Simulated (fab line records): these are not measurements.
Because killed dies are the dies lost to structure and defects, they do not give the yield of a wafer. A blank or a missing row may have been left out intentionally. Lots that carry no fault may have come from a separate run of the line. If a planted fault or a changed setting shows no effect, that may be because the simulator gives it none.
Which of the tools did it? + flow nand-harc + 72 wafers from 24 lots sampled at 6 of the route's 1159 steps

WHAT THE GAUGES SHOWED, per wafer
NHARC_P_M2_CD_MEAS_16.
| lot  | measured     | on        | cd-nm (nm)        |
|------|--------------|-----------|-------------------|
| L075 | day 6 11:41  | cd-sem-02 | 170.8 170.7 169.0 |
| L074 | day 6 14:28  | cd-sem-01 | 169.3 170.5 170.7 |
| L076 | day 6 17:24  | cd-sem-03 | 169.8 169.5 169.9 |
| L078 | day 7 05:14  | cd-sem-03 | 170.7 169.1 171.0 |
| L077 | day 7 06:18  | cd-sem-03 | 171.7 170.7 171.3 |
| L079 | day 7 07:01  | cd-sem-01 | 168.6 168.8 168.9 |
| L080 | day 7 17:37  | cd-sem-01 | 167.7 168.4 170.2 |
| L081 | day 8 07:12  | cd-sem-02 | 171.4 168.8 171.0 |
| L083 | day 8 07:59  | cd-sem-03 | 169.6 169.8 169.5 |
| L082 | day 8 08:36  | cd-sem-02 | 169.6 170.0 170.3 |
| L084 | day 9 05:16  | cd-sem-01 | 169.0 170.3 168.8 |
| L086 | day 9 07:31  | cd-sem-03 | 169.5 168.2 169.1 |
| L085 | day 9 08:30  | cd-sem-03 | 169.4 171.5 169.2 |
| L087 | day 9 08:43  | cd-sem-03 | 171.2 168.9 169.2 |
| L089 | day 10 00:07 | cd-sem-02 | 169.7 169.6 168.4 |
| L090 | day 10 01:10 | cd-sem-03 | 170.4 169.7 171.3 |
| L088 | day 10 01:57 | cd-sem-02 | 167.8 171.2 169.0 |
| L091 | day 10 07:52 | cd-sem-03 | 169.8 170.4 168.5 |
| L092 | day 10 14:23 | cd-sem-03 | 172.5 171.2 170.1 |
| L093 | day 10 23:22 | cd-sem-03 | 169.9 170.0 170.9 |
| L095 | day 11 04:46 | cd-sem-02 | 170.5 170.7 170.2 |
| L094 | day 11 05:08 | cd-sem-02 | 169.6 169.0 169.8 |
| L096 | day 12 01:13 | cd-sem-01 | 169.4 168.7 169.4 |
| L097 | day 12 01:53 | cd-sem-02 | 171.4 169.8 169.8 |

TOOL THAT RAN EACH LOT (tool first, then ch and the chambers of the sampled wafers, then the start)
| lot  | NHARC_P_GATE_HM_OPEN_105                      | NHARC_P_GATE_DESCUM_48             | NHARC_P_CONTACT_CVD_23                   | NHARC_P_M0_DESCUM_14               | NHARC_P_M1_DEP_33              |
|------|-----------------------------------------------|------------------------------------|------------------------------------------|------------------------------------|--------------------------------|
| L075 | rie-diel-07 ch 0,2,3, day 5 10:35 or earlier  | rie-diel-08 ch 0,1,3, day 5 10:35  | cvd-w-02 ch 0,1, day 6 03:17 or earlier  | rie-diel-13 ch 0,1,3, day 6 03:17  | pecvd-02 ch 0,1,2, day 6 09:57 |
| L074 | rie-diel-07 ch 0,1, day 5 11:31 or earlier    | rie-diel-07 ch 0,2,3, day 5 11:31  | cvd-w-02 ch 0,1, day 6 05:32 or earlier  | rie-diel-13 ch 1,2,3, day 6 05:32  | pecvd-01 ch 1,2, day 6 12:37   |
| L076 | rie-diel-07 ch 0,1,3, day 5 16:44 or earlier  | rie-diel-07 ch 0,1,3, day 5 16:44  | cvd-w-02 ch 0,1, day 6 08:52 or earlier  | rie-diel-13 ch 0,1,2, day 6 08:52  | pecvd-04 ch 0,1,2, day 6 15:40 |
| L078 | rie-diel-07 ch 1,3, day 6 01:31 or earlier    | rie-diel-08 ch 2,3, day 6 01:31    | cvd-w-02 ch 1, day 6 20:28 or earlier    | rie-diel-06 ch 1,2, day 6 20:28    | pecvd-01 ch 0,1,2, day 7 03:32 |
| L077 | rie-diel-08 ch 1,3, day 6 02:13 or earlier    | rie-diel-07 ch 1,2,3, day 6 02:13  | cvd-w-02 ch 1, day 6 21:47 or earlier    | rie-diel-06 ch 1,2,3, day 6 21:47  | pecvd-01 ch 0,1, day 7 04:28   |
| L079 | rie-diel-01 ch 0,1, day 6 08:29 or earlier    | rie-diel-07 ch 0,1,2, day 6 08:29  | cvd-w-01 ch 0,1, day 6 22:11 or earlier  | rie-diel-13 ch 0,2, day 6 22:11    | pecvd-01 ch 0,1,2, day 7 05:13 |
| L080 | rie-diel-01 ch 0,3, day 6 17:58 or earlier    | rie-diel-07 ch 0,3, day 6 17:58    | cvd-w-01 ch 0,1, day 7 09:13 or earlier  | rie-diel-13 ch 0,1,3, day 7 09:13  | pecvd-01 ch 0,1,2, day 7 15:58 |
| L081 | rie-diel-07 ch 2,3, day 7 08:52 or earlier    | rie-diel-07 ch 0,1,3, day 7 08:52  | cvd-w-01 ch 0,1, day 7 22:46 or earlier  | rie-diel-13 ch 0,1, day 7 22:46    | pecvd-02 ch 0,1,2, day 8 05:28 |
| L083 | rie-diel-08 ch 0,2,3, day 7 09:32 or earlier  | rie-diel-08 ch 2,3, day 7 09:32    | cvd-w-02 ch 0,1, day 7 22:58 or earlier  | rie-diel-12 ch 0,1,3, day 7 22:58  | pecvd-02 ch 0,1,2, day 8 06:07 |
| L082 | rie-diel-08 ch 0,3, day 7 10:01 or earlier    | rie-diel-01 ch 2,3, day 7 10:01    | cvd-w-01 ch 0,1, day 8 00:00 or earlier  | rie-diel-13 ch 0,1, day 8 00:00    | pecvd-04 ch 0,2, day 8 06:52   |
| L084 | rie-diel-07 ch 0,1,2, day 8 03:55 or earlier  | rie-diel-08 ch 0,1, day 8 03:55    | cvd-w-01 ch 0,1, day 8 20:41 or earlier  | rie-diel-12 ch 0,1, day 8 20:41    | pecvd-02 ch 0,1,2, day 9 03:34 |
| L086 | rie-diel-08 ch 1,3, day 8 08:55 or earlier    | rie-diel-07 ch 0,1,2, day 8 08:55  | cvd-w-02 ch 0,1, day 8 22:44 or earlier  | rie-diel-12 ch 1,2,3, day 8 22:44  | pecvd-02 ch 0,2, day 9 05:36   |
| L085 | rie-diel-01 ch 2,3, day 8 09:10 or earlier    | rie-diel-07 ch 1,2,3, day 8 09:10  | cvd-w-01 ch 0,1, day 8 22:59 or earlier  | rie-diel-13 ch 0,1,3, day 8 22:59  | pecvd-01 ch 0,1,2, day 9 06:55 |
| L087 | rie-diel-07 ch 0,2,3, day 8 10:26 or earlier  | rie-diel-08 ch 0,1,2, day 8 10:26  | cvd-w-02 ch 0,1, day 8 23:16 or earlier  | rie-diel-13 ch 1,2,3, day 8 23:16  | pecvd-02 ch 0,1,2, day 9 07:07 |
| L089 | rie-diel-08 ch 1,3, day 9 03:02 or earlier    | rie-diel-07 ch 0,1,3, day 9 03:02  | cvd-w-01 ch 0,1, day 9 15:32 or earlier  | rie-diel-06 ch 0,1,2, day 9 15:32  | pecvd-02 ch 0,1,2, day 9 22:26 |
| L090 | rie-diel-01 ch 1,2, day 9 03:49 or earlier    | rie-diel-07 ch 0,1,2, day 9 03:49  | cvd-w-01 ch 0,1, day 9 14:28             | rie-diel-06 ch 1,2, day 9 16:34    | pecvd-02 ch 0,1,2, day 9 23:23 |
| L088 | rie-diel-07 ch 0,1, day 9 03:54 or earlier    | rie-diel-07 ch 1,2, day 9 03:54    | cvd-w-01 ch 0,1, day 9 17:01 or earlier  | rie-diel-13 ch 0,3, day 9 17:01    | pecvd-02 ch 0,1, day 10 00:03  |
| L091 | rie-diel-08 ch 0,1,3, day 9 09:31 or earlier  | rie-diel-07 ch 1,2,3, day 9 09:31  | cvd-w-01 ch 0,1, day 9 23:08 or earlier  | rie-diel-13 ch 2,3, day 9 23:08    | pecvd-01 ch 0,2, day 10 06:08  |
| L092 | rie-diel-01 ch 1,3, day 9 16:53 or earlier    | rie-diel-07 ch 0,2,3, day 9 16:53  | cvd-w-01 ch 0,1, day 10 05:43 or earlier | rie-diel-13 ch 1,2, day 10 05:43   | pecvd-04 ch 0,2, day 10 12:41  |
| L093 | rie-diel-07 ch 0,3, day 10 00:35 or earlier   | rie-diel-07 ch 2,3, day 10 00:35   | cvd-w-01 ch 0,1, day 10 14:59 or earlier | rie-diel-12 ch 0,1,2, day 10 14:59 | pecvd-04 ch 1,2, day 10 21:43  |
| L095 | rie-diel-01 ch 0,3, day 10 07:08 or earlier   | rie-diel-01 ch 0,2,3, day 10 07:08 | cvd-w-01 ch 0, day 10 19:47 or earlier   | rie-diel-13 ch 0,1,2, day 10 19:47 | pecvd-02 ch 0,1, day 11 03:08  |
| L094 | rie-diel-08 ch 0,1, day 10 07:37 or earlier   | rie-diel-08 ch 2,3, day 10 07:37   | cvd-w-02 ch 0, day 10 20:20 or earlier   | rie-diel-13 ch 0,2, day 10 20:20   | pecvd-04 ch 0,1, day 11 03:19  |
| L096 | rie-diel-07 ch 0,2,3, day 10 22:52 or earlier | rie-diel-08 ch 0,2,3, day 10 22:52 | cvd-w-01 ch 0,1, day 11 16:20 or earlier | rie-diel-12 ch 0,1, day 11 16:20   | pecvd-01 ch 0,2, day 11 23:07  |
| L097 | rie-diel-07 ch 1,3, day 10 23:27 or earlier   | rie-diel-08 ch 0,2,3, day 10 23:27 | cvd-w-02 ch 1, day 11 16:29 or earlier   | rie-diel-13 ch 0,3, day 11 16:29   | pecvd-04 ch 0,2, day 12 00:11  |
- NHARC_P_GATE_HM_OPEN_105: chemistry O2/COS, target depth 360 nm.
- NHARC_P_GATE_DESCUM_48: chemistry O2, time 3 s.
- NHARC_P_CONTACT_CVD_23: deposits W, target thk 200 nm, time 557 s.
- NHARC_P_M0_DESCUM_14: chemistry O2, time 3 s.
- NHARC_P_M1_DEP_33: deposits SiCN, target thk 30 nm.

WHAT THE TOOLS THEMSELVES READ (means of the sampled wafers that have a number; where no wafer has one, the mark that the record gives instead)
NHARC_P_GATE_HM_OPEN_105.
| lot  | tool        | drypump-motor-current-A (A) | mfc-ar-sccm (sccm) | oes-product-au (a.u.) | rf-vpp-V (V) | showerhead-plenum-p-Torr (Torr) | throttle-valve-pct (%) |
|------|-------------|-----------------------------|--------------------|-----------------------|--------------|---------------------------------|------------------------|
| L075 | rie-diel-07 | 6.0                         | 0.000              | 0.994                 | 465.9        | 3.10                            | 28.333                 |
| L074 | rie-diel-07 | 5.5                         | 0.005              | 0.984                 | 469.2        | 3.21                            | 28.340                 |
| L076 | rie-diel-07 | 6.0                         | 0.003              | 0.994                 | 468.3        | 3.20                            | 28.329                 |
| L078 | rie-diel-07 | 5.8                         | 0.005              | 0.987                 | 470.2        | 3.31                            | 28.340                 |
| L077 | rie-diel-08 | 5.5                         | 0.010              | 1.014                 | 467.3        | 3.14                            | 28.330                 |
| L079 | rie-diel-01 | 5.7                         | 0.010              | 1.001                 | 466.0        | 3.07                            | 28.323                 |
| L080 | rie-diel-01 | 5.3                         | 0.004              | 0.997                 | 467.2        | 3.11                            | 28.342                 |
| L081 | rie-diel-07 | 5.9                         | 0.000              | 0.994                 | 466.9        | 3.12                            | 28.326                 |
| L083 | rie-diel-08 | 5.8                         | 0.016              | 1.001                 | 467.7        | 3.13                            | 28.328                 |
| L082 | rie-diel-08 | 5.7                         | 0.022              | 0.993                 | 469.8        | 3.23                            | 28.329                 |
| L084 | rie-diel-07 | 5.5                         | 0.003              | 0.990                 | 466.7        | 3.11                            | 28.327                 |
| L086 | rie-diel-08 | 5.7                         | 0.019              | 1.003                 | 468.3        | 3.19                            | 28.335                 |
| L085 | rie-diel-01 | 5.3                         | 0.005              | 1.001                 | 467.7        | 3.14                            | 28.339                 |
| L087 | rie-diel-07 | 6.0                         | 0.000              | 0.991                 | 466.0        | 3.10                            | 28.339                 |
| L089 | rie-diel-08 | 5.5                         | 0.010              | 0.997                 | 468.2        | 3.13                            | 28.335                 |
| L090 | rie-diel-01 | 5.5                         | 0.008              | 0.994                 | 466.6        | 3.12                            | 28.331                 |
| L088 | rie-diel-07 | 5.6                         | 0.003              | 0.991                 | 466.1        | 3.08                            | 28.331                 |
| L091 | rie-diel-08 | 5.6                         | 0.016              | 0.996                 | 468.2        | 3.17                            | 28.323                 |
| L092 | rie-diel-01 | 5.4                         | 0.012              | 1.008                 | 467.8        | 3.17                            | 28.329                 |
| L093 | rie-diel-07 | 6.1                         | 0.000              | 0.991                 | 466.1        | 3.07                            | 28.338                 |
| L095 | rie-diel-01 | 5.3                         | 0.004              | 1.003                 | 469.5        | 3.26                            | 28.331                 |
| L094 | rie-diel-08 | 5.4                         | 0.012              | 0.991                 | 468.2        | 3.16                            | 28.333                 |
| L096 | rie-diel-07 | 6.0                         | 0.000              | 0.989                 | 466.4        | 3.09                            | 28.326                 |
| L097 | rie-diel-07 | 6.3                         | 0.003              | 0.990                 | 469.7        | 3.29                            | 28.329                 |

NHARC_P_GATE_DESCUM_48.
| lot  | tool        | drypump-motor-current-A (A) | mfc-ar-sccm (sccm) | oes-product-au (a.u.) | rf-vpp-V (V) | showerhead-plenum-p-Torr (Torr) | throttle-valve-pct (%) |
|------|-------------|-----------------------------|--------------------|-----------------------|--------------|---------------------------------|------------------------|
| L075 | rie-diel-08 | 5.6                         | 0.016              | 0.995                 | 58.4         | 1.96                            | 11.313                 |
| L074 | rie-diel-07 | 6.0                         | 0.000              | 0.999                 | 58.8         | 1.90                            | 11.315                 |
| L076 | rie-diel-07 | 6.0                         | 0.003              | 0.982                 | 57.8         | 1.96                            | 11.314                 |
| L078 | rie-diel-08 | 5.7                         | 0.010              | 1.002                 | 57.5         | 1.85                            | 11.312                 |
| L077 | rie-diel-07 | 5.9                         | 0.003              | 0.992                 | 57.3         | 1.97                            | 11.311                 |
| L079 | rie-diel-07 | 5.5                         | 0.003              | 0.992                 | 57.1         | 1.91                            | 11.309                 |
| L080 | rie-diel-07 | 6.0                         | 0.000              | 0.985                 | 57.6         | 1.89                            | 11.320                 |
| L081 | rie-diel-07 | 5.9                         | 0.003              | 0.982                 | 57.5         | 1.96                            | 11.311                 |
| L083 | rie-diel-08 | 5.7                         | 0.010              | 0.999                 | 57.5         | 1.85                            | 11.311                 |
| L082 | rie-diel-01 | 5.4                         | 0.005              | 0.997                 | 58.2         | 1.93                            | 11.309                 |
| L084 | rie-diel-08 | 5.3                         | 0.006              | 1.003                 | 58.1         | 1.91                            | 11.317                 |
| L086 | rie-diel-07 | 5.5                         | 0.003              | 0.999                 | 57.0         | 1.90                            | 11.315                 |
| L085 | rie-diel-07 | 5.9                         | 0.003              | 0.993                 | 57.6         | 1.97                            | 11.311                 |
| L087 | rie-diel-08 | 5.4                         | 0.006              | 1.001                 | 57.8         | 1.88                            | 11.312                 |
| L089 | rie-diel-07 | 6.0                         | 0.003              | 0.988                 | 58.3         | 1.96                            | 11.303                 |
| L090 | rie-diel-07 | 5.5                         | 0.003              | 0.993                 | 58.2         | 1.90                            | 11.316                 |
| L088 | rie-diel-07 | 5.4                         | 0.005              | 0.988                 | 58.3         | 1.98                            | 11.321                 |
| L091 | rie-diel-07 | 5.9                         | 0.003              | 0.987                 | 58.2         | 1.97                            | 11.308                 |
| L092 | rie-diel-07 | 6.0                         | 0.000              | 0.987                 | 57.8         | 1.89                            | 11.313                 |
| L093 | rie-diel-07 | 5.9                         | 0.000              | 1.003                 | 57.2         | 1.91                            | 11.314                 |
| L095 | rie-diel-01 | 5.5                         | 0.003              | 0.996                 | 58.5         | 1.98                            | 11.308                 |
| L094 | rie-diel-08 | 5.8                         | 0.010              | 1.008                 | 57.5         | 1.84                            | 11.311                 |
| L096 | rie-diel-08 | 5.7                         | 0.016              | 0.988                 | 57.2         | 1.90                            | 11.316                 |
| L097 | rie-diel-08 | 5.7                         | 0.016              | 0.992                 | 58.3         | 1.90                            | 11.311                 |

NHARC_P_CONTACT_CVD_23.
| lot  | tool     | heater-power-w (W) | mfc-ar-sccm (sccm) | throttle-valve-pct (%) |
|------|----------|--------------------|--------------------|------------------------|
| L075 | cvd-w-02 | 550                | 1560               | 8.2                    |
| L074 | cvd-w-02 | 539                | 1561               | 8.2                    |
| L076 | cvd-w-02 | 546                | 1561               | 8.1                    |
| L078 | cvd-w-02 | 571                | 1563               | 8.3                    |
| L077 | cvd-w-02 | 574                | 1557               | 8.3                    |
| L079 | cvd-w-01 | 384                | 1558               | 7.7                    |
| L080 | cvd-w-01 | 394                | 1558               | 7.8                    |
| L081 | cvd-w-01 | 388                | 1560               | 7.8                    |
| L083 | cvd-w-02 | 513                | 1563               | 8.4                    |
| L082 | cvd-w-01 | 394                | 1560               | 7.9                    |
| L084 | cvd-w-01 | 401                | 1564               | 7.9                    |
| L086 | cvd-w-02 | 541                | 1564               | 8.2                    |
| L085 | cvd-w-01 | 395                | 1559               | 8.1                    |
| L087 | cvd-w-02 | 551                | 1559               | 8.2                    |
| L089 | cvd-w-01 | 396                | 1561               | 7.9                    |
| L090 | cvd-w-01 | 385                | 1563               | 8.0                    |
| L088 | cvd-w-01 | 393                | 1559               | 7.9                    |
| L091 | cvd-w-01 | 390                | 1564               | 7.9                    |
| L092 | cvd-w-01 | 399                | 1553               | 7.9                    |
| L093 | cvd-w-01 | 402                | 1554               | 8.0                    |
| L095 | cvd-w-01 | 380                | 1552               | 7.9                    |
| L094 | cvd-w-02 | 503                | 1563               | 7.7                    |
| L096 | cvd-w-01 | 390                | 1560               | 8.1                    |
| L097 | cvd-w-02 | 557                | 1560               | 8.6                    |

NHARC_P_M0_DESCUM_14.
| lot  | tool        | drypump-motor-current-A (A) | mfc-ar-sccm (sccm) | oes-product-au (a.u.) | rf-vpp-V (V) | showerhead-plenum-p-Torr (Torr) | throttle-valve-pct (%) |
|------|-------------|-----------------------------|--------------------|-----------------------|--------------|---------------------------------|------------------------|
| L075 | rie-diel-13 | 5.9                         | 0.019              | 1.010                 | 56.7         | 1.87                            | 11.309                 |
| L074 | rie-diel-13 | 5.6                         | 0.013              | 1.004                 | 57.1         | 1.86                            | 11.312                 |
| L076 | rie-diel-13 | 6.2                         | 0.019              | 1.003                 | 58.3         | 1.84                            | 11.308                 |
| L078 | rie-diel-06 | 5.7                         | 0.000              | 0.997                 | 57.7         | 2.00                            | 11.307                 |
| L077 | rie-diel-06 | 5.5                         | 0.008              | 0.989                 | 58.7         | 1.99                            | 11.312                 |
| L079 | rie-diel-13 | 6.4                         | 0.012              | 0.999                 | 57.7         | 1.80                            | 11.315                 |
| L080 | rie-diel-13 | 5.9                         | 0.019              | 1.002                 | 57.2         | 1.87                            | 11.311                 |
| L081 | rie-diel-13 | 6.5                         | 0.025              | 1.006                 | 57.4         | 1.85                            | 11.323                 |
| L083 | rie-diel-12 | 5.9                         | 0.005              | 0.996                 | 57.7         | 1.89                            | 11.304                 |
| L082 | rie-diel-13 | 6.2                         | 0.032              | 0.998                 | 58.5         | 1.89                            | 11.309                 |
| L084 | rie-diel-12 | 5.7                         | 0.006              | 0.989                 | 57.7         | 1.81                            | 11.318                 |
| L086 | rie-diel-12 | 6.2                         | 0.002              | 1.008                 | 58.1         | 1.95                            | 11.308                 |
| L085 | rie-diel-13 | 5.9                         | 0.019              | 1.001                 | 58.3         | 1.87                            | 11.308                 |
| L087 | rie-diel-13 | 5.6                         | 0.013              | 0.998                 | 57.2         | 1.86                            | 11.314                 |
| L089 | rie-diel-06 | 5.5                         | 0.000              | 0.997                 | 58.1         | 1.98                            | 11.312                 |
| L090 | rie-diel-06 | 5.6                         | 0.000              | 0.995                 | 57.7         | 1.95                            | 11.300                 |
| L088 | rie-diel-13 | 6.1                         | 0.012              | 1.002                 | 57.1         | 1.82                            | 11.308                 |
| L091 | rie-diel-13 | 5.3                         | 0.000              | 1.000                 | 57.1         | 1.84                            | 11.315                 |
| L092 | rie-diel-13 | 6.0                         | 0.013              | 0.989                 | 57.9         | 1.84                            | 11.307                 |
| L093 | rie-diel-12 | 6.1                         | 0.003              | 0.991                 | 57.6         | 1.87                            | 11.315                 |
| L095 | rie-diel-13 | 6.2                         | 0.019              | 0.992                 | 57.0         | 1.84                            | 11.312                 |
| L094 | rie-diel-13 | 6.4                         | 0.012              | 1.004                 | 57.4         | 1.80                            | 11.322                 |
| L096 | rie-diel-12 | 5.7                         | 0.006              | 0.998                 | 57.2         | 1.81                            | 11.318                 |
| L097 | rie-diel-13 | 6.1                         | 0.012              | 1.001                 | 57.7         | 1.82                            | 11.323                 |

NHARC_P_M1_DEP_33.
| lot  | tool     | heater-power-w (W) |
|------|----------|--------------------|
| L075 | pecvd-02 | 583                |
| L074 | pecvd-01 | 548                |
| L076 | pecvd-04 | 631                |
| L078 | pecvd-01 | 563                |
| L077 | pecvd-01 | 602                |
| L079 | pecvd-01 | 554                |
| L080 | pecvd-01 | 566                |
| L081 | pecvd-02 | 614                |
| L083 | pecvd-02 | 582                |
| L082 | pecvd-04 | 523                |
| L084 | pecvd-02 | 620                |
| L086 | pecvd-02 | 679                |
| L085 | pecvd-01 | 590                |
| L087 | pecvd-02 | 564                |
| L089 | pecvd-02 | 590                |
| L090 | pecvd-02 | 600                |
| L088 | pecvd-02 | 540                |
| L091 | pecvd-01 | 608                |
| L092 | pecvd-04 | 638                |
| L093 | pecvd-04 | 729                |
| L095 | pecvd-02 | 543                |
| L094 | pecvd-04 | 613                |
| L096 | pecvd-01 | 583                |
| L097 | pecvd-04 | 512                |

THE ANSWER, worked out from the rows above alone
Rule: the usual values come from the lots themselves. The widest of any qualifying gaps counts: lots, ordered by their means at a reading, are off when they make up no more than a third of the lots, leave a main group of 4 or more, and stand apart from it by 3 or more times the standard deviation of that group's means. A main group whose means are all the same, to the digits that the tables above print for the reading, isn't used. A lot without any number at a reading at which 4 lots or more have one is off too. Where the step has rows for the other lots, those lots are counted as sound. The gauges are gone through in route order, then the tools' own readings, and for those a lot's mean is taken as printed above. The first step at which some lot is off is used, and at that step the reading that is off furthest; a lot without a number counts as furthest.
Nothing can be told from this: no lot is off at any reading shown.

WHAT THE SIMULATOR HAD PUT IN
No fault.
